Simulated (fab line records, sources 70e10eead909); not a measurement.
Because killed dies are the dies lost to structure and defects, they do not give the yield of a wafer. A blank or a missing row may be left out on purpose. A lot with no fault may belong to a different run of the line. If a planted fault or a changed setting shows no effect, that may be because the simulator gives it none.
Matching of chambers    flow nand-harc    NHARC_P_CONTACT_CMP_24 on cmp-04: 4 sister chambers
The step polishes, t overpolish 30 s, target thk 200 nm. 14 wafers are shown with their chamber, then 7 later ones without.

== WAFERS, EACH WITH ITS CHAMBER ==
wafer   chamber  motor-current-A (A)  time-to-endpoint-s (s)  slurry-filter-dp-kPa (kPa)
L076.1  1        9.8                  31                      13.51
L076.3  2        11.1                 39                      13.64
L076.6  3        11.6                 37                      13.60
L077.1  3        11.2                 36                      13.59
L077.2  1        10.2                 30                      13.64
L077.5  2        11.1                 39                      13.47
L078.4  1        9.5                  35                      13.74
L078.5  0        11.8                 42                      13.46
L078.6  3        11.5                 39                      13.32
L081.2  2        11.4                 41                      13.53
L081.4  3        11.1                 40                      13.38
L081.5  3        11.5                 38                      13.25
L086.2  0        11.4                 44                      13.61
L086.4  3        11.4                 39                      13.62

SIGNATURES, as means of the wafers listed above
reading               chamber 0  chamber 1  chamber 2  chamber 3  scatter within a chamber
motor-current-A       11.600     9.833      11.200     11.383     0.24
time-to-endpoint-s    43.00      32.00      39.67      38.17      1.72
slurry-filter-dp-kPa  13.5350    13.6300    13.5467    13.4600    0.136
Rule: distance of a wafer from a chamber = root of the sum over the readings of ((wafer's reading minus chamber's mean) / reading's scatter) squared. The wafer belongs to the nearest chamber; if the next one is less than 2 further off, it can't be placed. The scatter: take each reading less its chamber's mean, square it, sum over the shown wafers, divide by the number of wafers less the number of chambers, and take the root.

== WAFERS MISSING THEIR CHAMBER ==
wafer   motor-current-A (A)  time-to-endpoint-s (s)  slurry-filter-dp-kPa (kPa)
L086.6  10.4                 34                      13.58
L087.1  10.5                 32                      13.43
L087.2  11.8                 36                      13.33
L087.6  11.4                 43                      13.37
L096.4  11.9                 42                      13.86
L096.5  11.8                 35                      13.46
L096.6  11.6                 41                      13.64

== EACH ONE'S CHAMBER ==
wafer   from the rows above           in truth
L086.6  1                             1
L087.1  1                             1
L087.2  can't be placed: 3 or 2       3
L087.6  can't be placed: 0 or 2 or 3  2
L096.4  can't be placed: 0 or 2 or 3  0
L096.5  can't be placed: 3 or 2       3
L096.6  can't be placed: 0 or 2 or 3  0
Correct placement for 2 of the 7. These rows do not allow placing 5 (true chamber among the candidates in 5). Number placed wrongly: 0.
